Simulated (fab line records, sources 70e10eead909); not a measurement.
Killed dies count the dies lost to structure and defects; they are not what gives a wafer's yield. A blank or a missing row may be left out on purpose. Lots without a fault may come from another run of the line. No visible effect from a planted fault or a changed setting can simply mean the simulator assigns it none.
Chamber matching	flow nand-harc	rie-diel-05 running NHARC_A_BONDPAD_ETCH_12: 4 sister chambers
The step etches the open film in CHF3/O2, target depth 220 nm, time 110 s. 18 wafers are shown with their chamber, then 9 later ones without.

== WAFERS PAIRED WITH THEIR CHAMBERS ==
wafer	chamber	run-length-s (s)	rf-vpp-V (V)	throttle-valve-pct (%)
L914.2	1	131.2	368.0	20.578
L914.3	2	131.7	368.7	20.572
L914.6	0	131.5	369.3	20.578
L915.1	3	131.1	369.0	20.561
L915.4	2	132.1	367.8	20.580
L915.6	2	131.8	368.2	20.574
L917.1	0	131.7	369.7	20.555
L917.5	2	132.0	367.7	20.577
L917.6	1	130.7	370.1	20.587
L919.2	1	130.5	368.7	20.568
L919.3	0	131.5	368.4	20.572
L919.6	2	131.8	367.0	20.570
L918.2	1	131.0	367.6	20.561
L918.5	3	131.7	368.8	20.571
L918.6	2	131.9	367.7	20.572
L927.3	2	132.2	369.0	20.576
L927.5	0	131.3	368.9	20.579
L928.5	1	130.6	368.1	20.571

SIGNATURES, as means of the wafers listed above
reading	chamber 0	chamber 1	chamber 2	chamber 3	scatter within a chamber
run-length-s	131.500	130.800	131.929	131.400	0.238
rf-vpp-V	369.075	368.500	368.014	368.900	0.733
throttle-valve-pct	20.57100	20.57300	20.57443	20.56600	0.00795
Rule: a wafer lies at a distance from a chamber equal to the root of the sum of squares, over the readings, of (its reading less the chamber's mean, divided by the reading's scatter). The wafer belongs to the nearest chamber; if the next one is less than 2 further off, it can't be placed. The scatter: take each reading less its chamber's mean, square it, sum over the shown wafers, divide by the number of wafers less the number of chambers, and take the root.

== WAFERS WITH NO CHAMBER GIVEN ==
wafer	run-length-s (s)	rf-vpp-V (V)	throttle-valve-pct (%)
L935.1	131.2	370.6	20.551
L935.4	131.3	368.9	20.570
L935.5	131.7	370.7	20.573
L936.2	130.8	366.5	20.576
L936.3	131.1	370.0	20.566
L936.6	130.8	368.1	20.552
L937.3	131.3	369.5	20.563
L937.5	131.8	367.9	20.559
L937.6	131.7	369.3	20.588

== WHICH CHAMBER EACH WENT THROUGH ==
wafer	from the rows above	in truth
L935.1	can't be placed: 3 or 0 or 1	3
L935.4	can't be placed: 3 or 0 or 1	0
L935.5	can't be placed: 0 or 3 or 2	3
L936.2	can't be placed: 1 or 3 or 0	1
L936.3	can't be placed: 3 or 0 or 1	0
L936.6	can't be placed: 1 or 3 or 0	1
L937.3	can't be placed: 3 or 0 or 1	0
L937.5	can't be placed: 2 or 3 or 0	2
L937.6	can't be placed: 0 or 2 or 3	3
Correctly placed: 0 of 9. Unplaceable from these rows: 9, with the true chamber sitting among the candidates in 9. Wrongly placed: 0.
